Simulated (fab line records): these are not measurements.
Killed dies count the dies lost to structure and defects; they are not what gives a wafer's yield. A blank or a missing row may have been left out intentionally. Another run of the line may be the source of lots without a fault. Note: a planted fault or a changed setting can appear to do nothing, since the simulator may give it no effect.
Which tool was responsible? + flow n5Finfet + 30 wafers from 10 lots sampled at 5 of the route's 1938 steps

== WHAT EACH GAUGE READ, for each wafer ==
N5_MOL_CONTACT_COAG_THK_MEAS_29.
| lot  | measured     | on           | MD_CAP_THK (nm)   |
|------|--------------|--------------|-------------------|
| L396 | day 5 05:25  | filmMetro-02 | 17.91 17.86 17.95 |
| L397 | day 5 07:47  | filmMetro-01 | 17.89 17.78 17.97 |
| L400 | day 6 01:52  | filmMetro-01 | 17.90 17.96 17.96 |
| L402 | day 6 14:28  | filmMetro-01 | 17.96 17.73 17.76 |
| L405 | day 7 11:35  | filmMetro-01 | 17.87 17.89 17.92 |
| L406 | day 7 16:26  | filmMetro-02 | 17.83 17.90 17.90 |
| L411 | day 9 07:26  | filmMetro-01 | 17.83 17.91 17.93 |
| L413 | day 9 09:13  | filmMetro-01 | 17.92 17.90 17.78 |
| L418 | day 10 19:33 | filmMetro-02 | 17.85 17.99 17.86 |
| L419 | day 10 21:17 | filmMetro-01 | 17.92 17.85 17.77 |

N5_BEOL_M4_RC_MEAS_101.
| lot  | measured     | on        | DIBL_N (mV/V)  | DIBL_P (mV/V)  | IOFF_N (nA/um)    | IOFF_P (nA/um)    | ION_N (uA/um) | ION_P (uA/um) | SS_N (mV/dec)  | SS_P (mV/dec)  | VT_N (mV)         | VT_P (mV)      |
|------|--------------|-----------|----------------|----------------|-------------------|-------------------|---------------|---------------|----------------|----------------|-------------------|----------------|
| L396 | day 7 20:59  | prober-02 | 35.8 38.3 36.7 | 35.3 37.5 37.0 | 0.140 0.177 0.152 | 0.185 0.224 0.201 | 661 671 670   | 459 462 465   | 71.2 72.1 71.2 | 72.5 73.1 72.9 | 250.8 248.6 249.0 | -250 -247 -249 |
| L397 | day 8 03:10  | prober-01 | 38.3 36.7 36.8 | 37.0 34.9 34.5 | 0.170 0.139 0.136 | 0.252 0.215 0.199 | 673 661 669   | 472 462 468   | 71.9 71.2 70.9 | 73.3 73.9 73.2 | 252.2 254.3 253.8 | -249 -248 -249 |
| L400 | day 9 19:38  | prober-02 | 38.0 37.2 37.7 | 38.5 37.4 38.7 | 0.187 0.190 0.194 | 0.234 0.208 0.236 | 682 691 687   | 462 466 461   | 72.1 72.5 72.0 | 74.0 72.4 73.9 | 247.6 245.4 246.8 | -249 -251 -251 |
| L402 | day 9 16:14  | prober-02 | 33.4 35.9 33.5 | 33.0 36.4 33.4 | 0.120 0.169 0.123 | 0.162 0.212 0.164 | 675 688 666   | 459 473 457   | 71.2 72.3 71.3 | 72.3 73.6 72.5 | 252.0 247.8 251.7 | -251 -249 -254 |
| L405 | day 11 00:24 | prober-02 | 38.6 36.2 37.8 | 37.9 34.9 37.6 | 0.185 0.140 0.179 | 0.256 0.201 0.246 | 682 674 683   | 467 464 475   | 72.0 71.2 71.0 | 74.1 73.1 73.8 | 248.0 251.5 251.6 | -250 -250 -249 |
| L406 | day 10 21:46 | prober-02 | 37.1 37.1 36.8 | 37.8 37.8 37.4 | 0.162 0.166 0.162 | 0.220 0.226 0.211 | 679 674 685   | 462 471 466   | 72.3 71.2 71.0 | 73.8 73.8 73.7 | 251.9 248.4 249.9 | -250 -250 -251 |
| L411 | day 12 15:24 | prober-01 | 38.6 38.1 38.4 | 37.1 36.5 36.5 | 0.181 0.173 0.177 | 0.226 0.205 0.205 | 682 678 665   | 462 456 450   | 72.3 72.3 71.2 | 73.7 73.7 73.2 | 246.5 248.6 249.0 | -251 -253 -254 |
| L413 | day 12 07:55 | prober-02 | 37.0 37.5 37.3 | 38.0 37.7 37.9 | 0.185 0.187 0.180 | 0.256 0.247 0.249 | 686 677 680   | 470 460 467   | 71.1 72.3 71.8 | 73.8 73.7 73.4 | 248.4 250.2 248.8 | -249 -247 -246 |
| L418 | day 13 22:22 | prober-02 | 35.7 33.3 35.0 | 37.9 34.6 36.6 | 0.170 0.127 0.151 | 0.230 0.184 0.217 | 681 675 675   | 472 467 465   | 72.5 71.0 71.1 | 73.4 72.6 73.3 | 250.1 252.1 250.0 | -248 -251 -249 |
| L419 | day 14 04:43 | prober-02 | 36.6 37.2 34.9 | 35.7 36.7 33.8 | 0.149 0.164 0.132 | 0.218 0.243 0.196 | 661 665 667   | 460 458 467   | 71.8 72.8 71.7 | 73.4 73.9 72.7 | 251.6 250.0 254.0 | -250 -248 -251 |

== WHAT TOOL EACH LOT RAN ON (gives the tool, then ch and the chambers of the sampled wafers, and finally the start) ==
| lot  | N5_MOL_CONTACT_COAG_SIL_ANNEAL_21 | N5_MOL_CONTACT_COAG_ANNEAL_113  | N5_MOL_CONTACT_COAG_CMP_28    |
|------|-----------------------------------|---------------------------------|-------------------------------|
| L396 | rtpAnneal-01 ch 0, day 4 21:01    | rtpAnneal-01 ch 0, day 5 01:32  | cmp-03 ch 0,2,3, day 5 05:07  |
| L397 | rtpAnneal-02 ch 0, day 5 01:02    | rtpAnneal-02 ch 0, day 5 02:07  | cmp-03 ch 0,1,3, day 5 07:29  |
| L400 | rtpAnneal-02 ch 0, day 5 17:31    | rtpAnneal-01 ch 0, day 5 21:40  | cmp-03 ch 1,2, day 6 01:35    |
| L402 | rtpAnneal-02 ch 0, day 6 08:18    | rtpAnneal-01 ch 0, day 6 09:19  | cmp-03 ch 0,1,2, day 6 14:10  |
| L405 | rtpAnneal-01 ch 0, day 7 04:58    | rtpAnneal-02 ch 0, day 7 06:12  | cmp-03 ch 0,2,3, day 7 11:25  |
| L406 | rtpAnneal-01 ch 0, day 7 10:12    | rtpAnneal-02 ch 0, day 7 11:38  | cmp-03 ch 1,2, day 7 16:08    |
| L411 | rtpAnneal-02 ch 0, day 8 23:17    | rtpAnneal-02 ch 0, day 9 00:57  | cmp-02 ch 0,2, day 9 07:08    |
| L413 | rtpAnneal-02 ch 0, day 9 03:16    | rtpAnneal-02 ch 0, day 9 04:52  | cmp-02 ch 0,1,2, day 9 08:58  |
| L418 | rtpAnneal-01 ch 0, day 10 11:24   | rtpAnneal-02 ch 0, day 10 12:55 | cmp-02 ch 0,1,2, day 10 19:18 |
| L419 | rtpAnneal-02 ch 0, day 10 12:44   | rtpAnneal-02 ch 0, day 10 17:04 | cmp-03 ch 0,2,3, day 10 20:59 |
- N5_MOL_CONTACT_COAG_SIL_ANNEAL_21: time 60 s.
- N5_MOL_CONTACT_COAG_ANNEAL_113: time 300 s.
- N5_MOL_CONTACT_COAG_CMP_28: polishes, stops on SiNx, t overpolish 0.85 s, target thk 14.522 nm.

== WHAT THE TOOLS THEMSELVES READ (means of the sampled wafers that have a number; where no wafer has one, the mark that the record gives instead) ==
N5_MOL_CONTACT_COAG_SIL_ANNEAL_21.
| lot  | tool         | lampPowerPct (%) | wafer_temp_C_max |
|------|--------------|------------------|------------------|
| L396 | rtpAnneal-01 | 6.40             | 552.5            |
| L397 | rtpAnneal-02 | 6.87             | 552.9            |
| L400 | rtpAnneal-02 | 6.87             | 553.2            |
| L402 | rtpAnneal-02 | 6.86             | 552.9            |
| L405 | rtpAnneal-01 | 6.40             | 553.2            |
| L406 | rtpAnneal-01 | 6.40             | 553.1            |
| L411 | rtpAnneal-02 | 6.87             | 552.6            |
| L413 | rtpAnneal-02 | 6.86             | 552.4            |
| L418 | rtpAnneal-01 | 6.41             | 552.9            |
| L419 | rtpAnneal-02 | 6.87             | 552.4            |

N5_MOL_CONTACT_COAG_ANNEAL_113.
| lot  | tool         | annealTempC (C) | lampPowerPct (%) | wafer_temp_C_max |
|------|--------------|-----------------|------------------|------------------|
| L396 | rtpAnneal-01 | 399.89          | 2.75             | 402.5            |
| L397 | rtpAnneal-02 | 399.94          | 2.95             | 401.5            |
| L400 | rtpAnneal-01 | 399.91          | 2.75             | 402.6            |
| L402 | rtpAnneal-01 | 400.06          | 2.75             | 402.5            |
| L405 | rtpAnneal-02 | 400.14          | 2.95             | 401.5            |
| L406 | rtpAnneal-02 | 400.29          | 2.95             | 401.7            |
| L411 | rtpAnneal-02 | 400.05          | 2.95             | 402.0            |
| L413 | rtpAnneal-02 | 399.93          | 2.95             | 401.8            |
| L418 | rtpAnneal-02 | 399.89          | 2.95             | 402.0            |
| L419 | rtpAnneal-02 | 399.79          | 2.95             | 402.1            |

N5_MOL_CONTACT_COAG_CMP_28.
| lot  | tool   | motorCurrentA (A) | platenRpm (rpm) | retainingRingPressureFrac | timeToEndpointS (s) |
|------|--------|-------------------|-----------------|---------------------------|---------------------|
| L396 | cmp-03 | 14.7              | 51.75           | 1.006                     | 5.3                 |
| L397 | cmp-03 | 13.1              | 51.80           | 0.994                     | 2.2                 |
| L400 | cmp-03 | 11.7              | 51.81           | 1.002                     | 3.3                 |
| L402 | cmp-03 | 12.6              | 51.87           | 1.001                     | 4.3                 |
| L405 | cmp-03 | 14.3              | 53.87           | 1.003                     | 5.6                 |
| L406 | cmp-03 | 12.6              | 53.89           | 1.002                     | 7.4                 |
| L411 | cmp-02 | 10.8              | 51.79           | 0.995                     | 3.9                 |
| L413 | cmp-02 | 10.9              | 51.78           | 1.002                     | 5.1                 |
| L418 | cmp-02 | 10.9              | 51.82           | 1.002                     | 6.3                 |
| L419 | cmp-03 | 14.1              | 51.79           | 1.001                     | 7.3                 |

== THE ANSWER, worked out from the rows above alone ==
Rule: usual is defined by the lots themselves. Put in order of their means at a reading, lots are off if they are a third of the lots or fewer, leave a main group of 4 or more, and stand apart from it by a gap of 3 or more times the standard deviation of the main group's means; of several such gaps the widest counts. Not used: any main group whose means are identical at the precision the tables above print for the reading. Also off: a lot with no number at a reading for which 4 or more lots have one. The other lots that the step has rows for count as sound. Order of review: gauges by route order, followed by the tools' own readings, for which a lot's mean as printed above is used. The first step at which some lot is off is used, and at that step the reading that is off furthest; a lot without a number counts as furthest.
Off at N5_MOL_CONTACT_COAG_CMP_28 (platenRpm): L405, L406. Mean 51.80 rpm and standard deviation 0.033 in the main group.
If a tool, at that step or one of the process steps before it, ran each lot that is off and ran no sound lot following the first of them, it fits. None of those tried fits.

== WHAT HAD BEEN PUT IN BY THE SIMULATOR ==
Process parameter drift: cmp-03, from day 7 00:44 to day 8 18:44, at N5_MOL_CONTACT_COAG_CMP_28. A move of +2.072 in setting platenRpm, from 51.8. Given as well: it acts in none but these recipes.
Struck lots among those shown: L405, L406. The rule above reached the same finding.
